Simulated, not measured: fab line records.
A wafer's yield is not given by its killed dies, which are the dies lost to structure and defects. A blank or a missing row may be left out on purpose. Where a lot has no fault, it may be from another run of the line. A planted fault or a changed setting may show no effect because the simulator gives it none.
Lot-split experiment || flow n5_finfet || 21 wafers read across 7 lots, on a route 1938 steps long

== ABOUT THE SPLIT ==
At N5_FIN_SAQP_HM_DEP_72 (deposits SiO2 from SiH4/N2O, target thk 12 nm, time 7.2 s), the setting time_s was moved away from the recipe's 7.2 s on 13 of the 21 wafers read, by -13.6% to +8.2%. For the rest of the wafers, this setting stayed at what the recipe calls for.

== FROM THE SPLIT TO THE READING: what the file shows between them, 7 steps ==
- N5_FIN_SAQP_COAT_50: time 60 s, resist thk 35 nm (also split here: spin_rpm)
- N5_FIN_SAQP_COAT_10: resist thk 90 nm
- N5_FIN_SAQP_EBR_12
- N5_FIN_SAQP_DESCUM_21: chemistry O2, time 7.9 s
- N5_FIN_SAQP_ETCH_51: etches SiARC in CF4, target depth 45.5 nm, time 75.8 s
- N5_FIN_SAQP_ETCH_52: etches SOC in N2/H2, target depth 100 nm, overetch 20 nm, time 150 s
- N5_FIN_SAQP_STRIP_53: strips in N2/H2

== THE READING ==
etch.depth_nm (the simulator's own value, which no gauge read), in nm, at N5_FIN_SAQP_HM_OPEN_73 (chemistry CHF3/O2, target SiO2, stops on a-Si, target depth 12 nm, time 16.8 s). The file gives no usual value for it. Average 12.12 nm, standard deviation 0.18 nm, over the 8 wafers here run with the recipe.

{"wafer": "L074.2", "tool, chamber at the split": "pecvd-01, 0", "time_s as run, s": 7.615, "against the recipe": "+5.8%", "etch.depth_nm, nm": 12.56, "against lot-mates on the recipe": "no lot-mate on the recipe"}
{"wafer": "L074.5", "tool, chamber at the split": "pecvd-01, 0", "time_s as run, s": 7.615, "against the recipe": "+5.8%", "etch.depth_nm, nm": 12.71, "against lot-mates on the recipe": "no lot-mate on the recipe"}
{"wafer": "L074.6", "tool, chamber at the split": "pecvd-01, 1", "time_s as run, s": 7.615, "against the recipe": "+5.8%", "etch.depth_nm, nm": 12.67, "against lot-mates on the recipe": "no lot-mate on the recipe"}
{"wafer": "L076.2", "tool, chamber at the split": "pecvd-03, 0", "time_s as run, s": 6.312, "against the recipe": "-12.3%", "etch.depth_nm, nm": 10.36, "against lot-mates on the recipe": -1.48}
{"wafer": "L076.3", "tool, chamber at the split": "pecvd-03, 0", "time_s as run, s": 6.312, "against the recipe": "-12.3%", "etch.depth_nm, nm": 10.56, "against lot-mates on the recipe": -1.28}
{"wafer": "L076.5", "tool, chamber at the split": "pecvd-03, 1", "time_s as run, s": 7.2, "against the recipe": "recipe", "etch.depth_nm, nm": 11.84, "against lot-mates on the recipe": "-"}
{"wafer": "L078.1", "tool, chamber at the split": "pecvd-03, 1", "time_s as run, s": 7.787, "against the recipe": "+8.2%", "etch.depth_nm, nm": 12.79, "against lot-mates on the recipe": "+0.84"}
{"wafer": "L078.2", "tool, chamber at the split": "pecvd-03, 0", "time_s as run, s": 7.2, "against the recipe": "recipe", "etch.depth_nm, nm": 11.95, "against lot-mates on the recipe": "-"}
{"wafer": "L078.6", "tool, chamber at the split": "pecvd-03, 1", "time_s as run, s": 7.787, "against the recipe": "+8.2%", "etch.depth_nm, nm": 12.82, "against lot-mates on the recipe": "+0.87"}
{"wafer": "L085.4", "tool, chamber at the split": "pecvd-02, 1", "time_s as run, s": 7.2, "against the recipe": "recipe", "etch.depth_nm, nm": 12.29, "against lot-mates on the recipe": "-"}
{"wafer": "L085.5", "tool, chamber at the split": "pecvd-02, 2", "time_s as run, s": 6.221, "against the recipe": "-13.6%", "etch.depth_nm, nm": 10.52, "against lot-mates on the recipe": -1.77}
{"wafer": "L085.6", "tool, chamber at the split": "pecvd-02, 0", "time_s as run, s": 6.221, "against the recipe": "-13.6%", "etch.depth_nm, nm": 10.59, "against lot-mates on the recipe": -1.70}
{"wafer": "L089.3", "tool, chamber at the split": "pecvd-02, 2", "time_s as run, s": 7.785, "against the recipe": "+8.1%", "etch.depth_nm, nm": 13.14, "against lot-mates on the recipe": "+0.88"}
{"wafer": "L089.4", "tool, chamber at the split": "pecvd-02, 2", "time_s as run, s": 7.785, "against the recipe": "+8.1%", "etch.depth_nm, nm": 13.25, "against lot-mates on the recipe": "+0.99"}
{"wafer": "L089.5", "tool, chamber at the split": "pecvd-02, 1", "time_s as run, s": 7.2, "against the recipe": "recipe", "etch.depth_nm, nm": 12.26, "against lot-mates on the recipe": "-"}
{"wafer": "L092.3", "tool, chamber at the split": "pecvd-02, 1", "time_s as run, s": 7.2, "against the recipe": "recipe", "etch.depth_nm, nm": 11.97, "against lot-mates on the recipe": "-"}
{"wafer": "L092.4", "tool, chamber at the split": "pecvd-02, 2", "time_s as run, s": 7.2, "against the recipe": "recipe", "etch.depth_nm, nm": 12.32, "against lot-mates on the recipe": "-"}
{"wafer": "L092.6", "tool, chamber at the split": "pecvd-02, 0", "time_s as run, s": 7.2, "against the recipe": "recipe", "etch.depth_nm, nm": 12.28, "against lot-mates on the recipe": "-"}
{"wafer": "L094.1", "tool, chamber at the split": "pecvd-02, 0", "time_s as run, s": 6.661, "against the recipe": "-7.5%", "etch.depth_nm, nm": 11.13, "against lot-mates on the recipe": -0.89}
{"wafer": "L094.2", "tool, chamber at the split": "pecvd-02, 2", "time_s as run, s": 7.2, "against the recipe": "recipe", "etch.depth_nm, nm": 12.02, "against lot-mates on the recipe": "-"}
{"wafer": "L094.6", "tool, chamber at the split": "pecvd-02, 2", "time_s as run, s": 6.661, "against the recipe": "-7.5%", "etch.depth_nm, nm": 11.04, "against lot-mates on the recipe": -0.98}

THE FIT
A straight line over all 21 wafers: etch.depth_nm changes by +0.118 nm for each +1% of time_s; r = +0.98; the points scatter about the line by 0.18 nm.
The same after taking each lot's own level away (the mean of its wafers on the recipe; 18 wafers): +0.117 nm for each +1%; r = +0.99; scatter 0.1 nm.
According to that fit, moving time_s by its largest amount changes the reading by 1.6 nm.
Across the lots, their own levels run from 11.840 to 12.290 nm, a range of 2.5 times the standard deviation given above.
Hence the lot-to-lot level has little effect on the slope; both slopes agree.
Check: with one of the wafers moved furthest among these (-13.6%) left out of the fit, the line predicts -1.59 nm for it against its lot-mates. Against them it came out at -1.77 nm.

== OTHER SPLITS ON THESE WAFERS ==
These wafers also went through other splits before the reading. Each is held against what the fit with the lots' levels taken away leaves over:
{"other split on the same wafers": "N5_WELL_APT_PEB_23 peb_time_s", "wafers away from the commonest value": 5, "r with etch.depth_nm (lot level and that fit taken away)": -0.11}
{"other split on the same wafers": "N5_WELL_APT_DEVELOP_24 develop_time_s", "wafers away from the commonest value": 5, "r with etch.depth_nm (lot level and that fit taken away)": -0.12}
{"other split on the same wafers": "N5_FIN_SAQP_COAT_50 spin_rpm", "wafers away from the commonest value": 5, "r with etch.depth_nm (lot level and that fit taken away)": "+0.09"}

== THE WHOLE CHAIN: every reading that the file lists as answering this split, in the file's order ==
{"step": "N5_FIN_SAQP_HM_DEP_72", "what it does": "deposits SiO2 from SiH4/N2O, target thk 12 nm, time 7.2 s", "reading": "SiO2_of_FIN_SAQP_HM_DEP_72.thk_nm (the simulator's own value, which no gauge read)", "change (the file's fit)": "+0.118 nm for each +1% of the setting", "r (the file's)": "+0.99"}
{"step": "N5_FIN_SAQP_HM_OPEN_73", "what it does": "chemistry CHF3/O2, target SiO2, stops on a-Si, target depth 12 nm, time 16.8 s", "reading": "etch.depth_nm (the simulator's own value, which no gauge read)", "change (the file's fit)": "+0.118 nm for each +1% of the setting", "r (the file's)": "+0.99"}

== THE FILE'S OWN FIT ==
etch.depth_nm changes by +0.118 nm for each +1% of time_s, r = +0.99.
